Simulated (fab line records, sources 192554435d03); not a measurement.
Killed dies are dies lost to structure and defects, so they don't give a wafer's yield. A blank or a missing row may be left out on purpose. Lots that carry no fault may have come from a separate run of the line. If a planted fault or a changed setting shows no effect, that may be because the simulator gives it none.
Split-lot study :: flow n5 finfet :: on a route of 1938 steps: 7 lots, 21 wafers read

== ON THE SPLIT ==
At N5_PASSIVATION_EXPOSE_41 (exposes mask PASS OPEN, defocus 0 nm, target cd 40000 nm), the setting dose mj was moved away from the recipe's 57.25 on 5 of the 21 wafers read, by -5.9% to +2.0%. The other wafers ran this setting at the recipe's value.

== FROM THE SPLIT TO THE READING: what the file shows between them, 3 steps ==
- N5_PASSIVATION_PEB_42
- N5_PASSIVATION_DEVELOP_43: develop time 60 s
- N5_PASSIVATION_HARDBAKE_45: time 120 s

== THE READING ==
cd nm at N5_PASSIVATION_CD_MEAS_44, given in nm (cd target 40000 nm). A value of 40000 nm with a standard deviation of 4.2 nm is what fault-free wafers of this fab line usually give.

wafer: L076.1
tool, chamber at the split: krf scanner-01, 0
dose mj as run: 57.25
against the recipe: recipe
cd nm, nm: 40007
against lot-mates on the recipe: -

wafer: L076.2
tool, chamber at the split: krf scanner-01, 0
dose mj as run: 53.85
against the recipe: -5.9%
cd nm, nm: 39979
against lot-mates on the recipe: -28

wafer: L076.3
tool, chamber at the split: krf scanner-01, 0
dose mj as run: 57.25
against the recipe: recipe
cd nm, nm: 40006
against lot-mates on the recipe: -

wafer: L078.4
tool, chamber at the split: krf scanner-02, 0
dose mj as run: 57.25
against the recipe: recipe
cd nm, nm: 39994
against lot-mates on the recipe: -

wafer: L078.5
tool, chamber at the split: krf scanner-02, 0
dose mj as run: 54.29
against the recipe: -5.2%
cd nm, nm: 39981
against lot-mates on the recipe: -13

wafer: L078.6
tool, chamber at the split: krf scanner-02, 0
dose mj as run: 54.29
against the recipe: -5.2%
cd nm, nm: 39980
against lot-mates on the recipe: -14

wafer: L082.3
tool, chamber at the split: krf scanner-01, 0
dose mj as run: 58.42
against the recipe: +2.0%
cd nm, nm: 40003
against lot-mates on the recipe: +2

wafer: L082.5
tool, chamber at the split: krf scanner-01, 0
dose mj as run: 57.25
against the recipe: recipe
cd nm, nm: 40002
against lot-mates on the recipe: -

wafer: L082.6
tool, chamber at the split: krf scanner-01, 0
dose mj as run: 57.25
against the recipe: recipe
cd nm, nm: 39999
against lot-mates on the recipe: -

wafer: L085.2
tool, chamber at the split: krf scanner-01, 0
dose mj as run: 57.25
against the recipe: recipe
cd nm, nm: 39997
against lot-mates on the recipe: -

wafer: L085.3
tool, chamber at the split: krf scanner-01, 0
dose mj as run: 57.25
against the recipe: recipe
cd nm, nm: 39996
against lot-mates on the recipe: -

wafer: L085.4
tool, chamber at the split: krf scanner-01, 0
dose mj as run: 57.25
against the recipe: recipe
cd nm, nm: 39991
against lot-mates on the recipe: -

wafer: L086.2
tool, chamber at the split: krf scanner-02, 0
dose mj as run: 57.25
against the recipe: recipe
cd nm, nm: 40001
against lot-mates on the recipe: -

wafer: L086.5
tool, chamber at the split: krf scanner-02, 0
dose mj as run: 55.63
against the recipe: -2.8%
cd nm, nm: 39983
against lot-mates on the recipe: -16

wafer: L086.6
tool, chamber at the split: krf scanner-02, 0
dose mj as run: 57.25
against the recipe: recipe
cd nm, nm: 39997
against lot-mates on the recipe: -

wafer: L089.1
tool, chamber at the split: krf scanner-01, 0
dose mj as run: 57.25
against the recipe: recipe
cd nm, nm: 39995
against lot-mates on the recipe: -

wafer: L089.2
tool, chamber at the split: krf scanner-01, 0
dose mj as run: 57.25
against the recipe: recipe
cd nm, nm: 40002
against lot-mates on the recipe: -

wafer: L089.4
tool, chamber at the split: krf scanner-01, 0
dose mj as run: 57.25
against the recipe: recipe
cd nm, nm: 40004
against lot-mates on the recipe: -

wafer: L091.1
tool, chamber at the split: krf scanner-02, 0
dose mj as run: 57.25
against the recipe: recipe
cd nm, nm: 39997
against lot-mates on the recipe: -

wafer: L091.3
tool, chamber at the split: krf scanner-02, 0
dose mj as run: 57.25
against the recipe: recipe
cd nm, nm: 40002
against lot-mates on the recipe: -

wafer: L091.4
tool, chamber at the split: krf scanner-02, 0
dose mj as run: 57.25
against the recipe: recipe
cd nm, nm: 40002
against lot-mates on the recipe: -

FIT RESULTS
A straight line over all 21 wafers: cd nm changes by +3.61 nm for each +1% of dose mj; r = +0.87; the points scatter about the line by 4.3 nm.
The same after taking each lot's own level away (the mean of its wafers on the recipe; 21 wafers): +3.42 nm for each +1%; r = +0.90; scatter 3.5 nm.
The reading moves by 20 nm for the largest change in dose mj, on that fit.
Measured against the standard deviation above, the lots' own levels, which go from 39994.0 to 40006.5 nm, span 3.0 times it.
Consequently the slope shifts little with the lot-to-lot level, the two slopes agreeing.
Check: with one of the wafers moved furthest among these (-5.9%) left out of the fit, the line predicts -17.2 nm for it against its lot-mates. It came out at -27.5 nm against them.

== THESE WAFERS: OTHER SPLITS ==
Other splits were also applied to these wafers ahead of the reading. Each is held against what the fit with the lots' levels taken away leaves over:
other split on the same wafers: N5_BEOL_M14_EXPOSE_07 dose mj
wafers away from the commonest value: 6
r with cd nm (lot level and that fit taken away): +0.02

other split on the same wafers: N5_BEOL_M15_EXPOSE_07 dose mj
wafers away from the commonest value: 6
r with cd nm (lot level and that fit taken away): -0.09

other split on the same wafers: N5_MIM_BOT_ETCH_ETCH_04 time s
wafers away from the commonest value: 6
r with cd nm (lot level and that fit taken away): -0.10

other split on the same wafers: N5_MIM_BOT_ETCH_ETCH_03 icp w
wafers away from the commonest value: 9
r with cd nm (lot level and that fit taken away): -0.01

== THE FILE'S OWN FIT ==
cd nm changes by +3.81 nm for each +1% of dose mj, r = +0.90.
